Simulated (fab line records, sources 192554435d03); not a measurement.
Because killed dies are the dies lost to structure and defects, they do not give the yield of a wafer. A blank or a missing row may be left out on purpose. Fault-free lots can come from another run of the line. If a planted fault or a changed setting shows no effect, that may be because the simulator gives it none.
Chamber matching -- flow n5Finfet -- N5_HKMG_FIN_STRIP_90 on rieDiel-04 has 4 sister chambers
The step strips SOC in N2/H2, time 20 s. 4 wafers are shown with their chamber, then 7 later ones without.

== EACH WAFER AND ITS CHAMBER ==
wafer,chamber,drypumpMotorCurrentA (A)
L088.2,3,5.7
L088.4,2,6.4
L091.1,0,6.1
L091.3,1,5.4

== WAFERS WITH NO CHAMBER GIVEN ==
wafer,drypumpMotorCurrentA (A)
L091.4,5.7
L092.2,6.2
L092.4,5.7
L092.6,6.4
L095.1,6.2
L095.2,5.7
L095.4,6.4

== WHICH CHAMBER EACH WENT THROUGH ==
wafer,from the rows above,in truth
L091.4,3,3
L092.2,can't be placed: 0 or 2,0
L092.4,3,3
L092.6,2,2
L095.1,can't be placed: 0 or 2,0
L095.2,3,3
L095.4,2,2
Correctly placed: 5 of 7. Unplaceable from these rows: 2, with the true chamber sitting among the candidates in 2. Placed wrongly: 0.
How it was worked out, from the rows above alone: a wafer's distance from a chamber is the root of the sum, over the readings, of the square of ((its reading less the chamber's mean) divided by the reading's scatter). If the next closest chamber is less than 2 further off than the closest, the wafer can't be placed; otherwise it belongs to the closest. Each chamber's mean is taken over the wafers shown for it. The scatter: root of mean squared gap, hidden wafer to nearest shown wafer, with one shown wafer a chamber.
